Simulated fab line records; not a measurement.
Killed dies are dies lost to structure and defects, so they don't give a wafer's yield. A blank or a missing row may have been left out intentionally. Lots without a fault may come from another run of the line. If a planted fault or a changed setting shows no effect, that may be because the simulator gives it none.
Matching of chambers ; flow n5Finfet ; N5_BEOL_M5_ALD_86 on aldMetal-03: 4 sister chambers
The step deposits TaN, pulse time 2 s, purge time 3 s, co reactant purge time 2 s. 4 wafers are shown with their chamber, then 7 later ones without.

## WAFERS PAIRED WITH THEIR CHAMBERS
wafer;chamber;heaterPowerW (W)
L083.3;1;413
L083.6;2;474
L089.1;0;353
L089.2;3;392

## WAFERS WITHOUT THEIR CHAMBER
wafer;heaterPowerW (W)
L089.3;403
L092.1;359
L092.2;467
L092.4;404
L091.1;467
L091.3;424
L091.6;391

## CHAMBER TAKEN BY EACH
wafer;from the rows above;in truth
L089.3;can't be placed: 1 or 3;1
L092.1;0;0
L092.2;2;2
L092.4;can't be placed: 1 or 3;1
L091.1;2;2
L091.3;1;1
L091.6;3;3
Placed correctly: 5 of 7. These rows do not allow placing 2 (true chamber among the candidates in 2). Wrongly placed: 0.
How it was worked out, from the rows above alone: a wafer's distance from a chamber is the root of the sum, over the readings, of the square of ((its reading less the chamber's mean) divided by the reading's scatter). If the next closest chamber is less than 2 further off than the closest, the wafer can't be placed; otherwise it belongs to the closest. The mean given for a chamber averages the wafers shown for that chamber. The scatter: with one shown wafer a chamber, the root of the mean of the squares of how far each hidden wafer lies from its nearest shown one.
